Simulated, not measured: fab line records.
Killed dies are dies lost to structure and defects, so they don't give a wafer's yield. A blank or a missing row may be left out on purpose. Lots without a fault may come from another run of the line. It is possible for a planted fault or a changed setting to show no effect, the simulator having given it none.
Chamber matching ; flow nandHarc ; 4 sister chambers for NHARC_P_CONTACT_ALD_22 on aldMetal-03
The step deposits TiN, target thk 3 nm, pulse time 1 s, ald cycles 150. 8 wafers are shown with their chamber, then 12 later ones without.

## WAFERS PAIRED WITH THEIR CHAMBERS
wafer;chamber;heaterPowerW (W);precursorPulseHeightRel
L082.3;0;1111;0.994
L082.6;2;988;1.008
L082.5;3;983;0.981
L086.5;1;1058;1.013
L086.6;0;1123;0.964
L088.1;2;993;1.009
L088.2;1;1052;1.015
L088.4;3;1009;0.985

## WAFERS WHOSE CHAMBER IS MISSING
wafer;heaterPowerW (W);precursorPulseHeightRel
L089.2;1090;0.999
L089.4;1084;0.981
L089.5;1010;1.015
L096.1;1010;0.967
L096.4;1111;0.984
L096.6;993;0.992
L097.1;1061;0.963
L097.2;1008;1.010
L097.3;1124;0.995
L097.4;983;0.982
L097.5;1116;0.994
L097.6;1075;0.969

## THE CHAMBER EACH PASSED THROUGH
wafer;from the rows above;in truth
L089.2;can't be placed: 0 or 1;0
L089.4;can't be placed: 0 or 1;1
L089.5;can't be placed: 2 or 3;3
L096.1;3;3
L096.4;0;0
L096.6;can't be placed: 3 or 2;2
L097.1;can't be placed: 1 or 0 or 3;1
L097.2;can't be placed: 2 or 3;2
L097.3;0;0
L097.4;can't be placed: 3 or 2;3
L097.5;0;0
L097.6;can't be placed: 0 or 1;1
Correctly placed: 4 of 12. Not placeable from these rows: 8 (in 8, the candidates include the true chamber). Placed wrongly: 0.
How it was worked out, from the rows above alone: a wafer's distance from a chamber is the root of the sum, over the readings, of the square of ((its reading less the chamber's mean) divided by the reading's scatter). If the next closest chamber is less than 2 further off than the closest, the wafer can't be placed; otherwise it belongs to the closest. For every chamber, the mean is computed from those of its wafers that are shown. The scatter: the root of (the sum of the squares of (reading less its chamber's mean) over the shown wafers, divided by (wafers less chambers)).
